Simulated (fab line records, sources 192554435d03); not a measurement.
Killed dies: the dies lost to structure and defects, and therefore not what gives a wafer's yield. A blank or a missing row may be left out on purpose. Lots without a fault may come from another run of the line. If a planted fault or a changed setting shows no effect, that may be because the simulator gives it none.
Matching of chambers || flow n5Finfet || N5_HKMG_FIN_ALD_91 on aldMetal-01: 4 sister chambers
The step deposits TiN, target thk 1 nm, pulse time 1 s, purge time 3 s. 8 wafers are shown with their chamber, then 8 later ones without.

## WAFERS PAIRED WITH THEIR CHAMBERS
{"wafer": "L075.3", "chamber": 1, "heaterPowerW (W)": 910, "precursorPulseHeightRel": 1.063}
{"wafer": "L079.2", "chamber": 3, "heaterPowerW (W)": 931, "precursorPulseHeightRel": 1.000}
{"wafer": "L079.6", "chamber": 0, "heaterPowerW (W)": 1029, "precursorPulseHeightRel": 0.997}
{"wafer": "L080.2", "chamber": 0, "heaterPowerW (W)": 998, "precursorPulseHeightRel": 0.995}
{"wafer": "L080.3", "chamber": 3, "heaterPowerW (W)": 940, "precursorPulseHeightRel": 1.008}
{"wafer": "L082.1", "chamber": 1, "heaterPowerW (W)": 905, "precursorPulseHeightRel": 1.007}
{"wafer": "L082.6", "chamber": 2, "heaterPowerW (W)": 753, "precursorPulseHeightRel": 1.007}
{"wafer": "L084.2", "chamber": 2, "heaterPowerW (W)": 757, "precursorPulseHeightRel": 1.005}

## WAFERS WHOSE CHAMBER IS MISSING
{"wafer": "L084.5", "heaterPowerW (W)": 1014, "precursorPulseHeightRel": 0.992}
{"wafer": "L084.6", "heaterPowerW (W)": 941, "precursorPulseHeightRel": 1.018}
{"wafer": "L090.1", "heaterPowerW (W)": 933, "precursorPulseHeightRel": 1.034}
{"wafer": "L090.2", "heaterPowerW (W)": 975, "precursorPulseHeightRel": 0.982}
{"wafer": "L090.6", "heaterPowerW (W)": 772, "precursorPulseHeightRel": 1.034}
{"wafer": "L091.1", "heaterPowerW (W)": 775, "precursorPulseHeightRel": 1.045}
{"wafer": "L091.2", "heaterPowerW (W)": 900, "precursorPulseHeightRel": 1.001}
{"wafer": "L091.3", "heaterPowerW (W)": 944, "precursorPulseHeightRel": 1.005}

## WHICH CHAMBER EACH WENT THROUGH
{"wafer": "L084.5", "from the rows above": 0, "in truth": 0}
{"wafer": "L084.6", "from the rows above": 3, "in truth": 3}
{"wafer": "L090.1", "from the rows above": "can't be placed: 3 or 1", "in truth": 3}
{"wafer": "L090.2", "from the rows above": "can't be placed: 0 or 3", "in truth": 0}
{"wafer": "L090.6", "from the rows above": 2, "in truth": 2}
{"wafer": "L091.1", "from the rows above": 2, "in truth": 2}
{"wafer": "L091.2", "from the rows above": "can't be placed: 1 or 3", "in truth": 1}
{"wafer": "L091.3", "from the rows above": 3, "in truth": 3}
Correct placement for 5 of the 8. Unplaceable from these rows: 3, with the true chamber sitting among the candidates in 3. Wrongly placed: 0.
How it was worked out, from the rows above alone: a wafer's distance from a chamber is the root of the sum, over the readings, of the square of ((its reading less the chamber's mean) divided by the reading's scatter). If the next closest chamber is less than 2 further off than the closest, the wafer can't be placed; otherwise it belongs to the closest. Each chamber's mean is taken over the wafers shown for it. How the scatter is found: for the shown wafers, subtract from each reading the mean of its chamber, square and add these, divide the total by (wafers less chambers), then take the root.
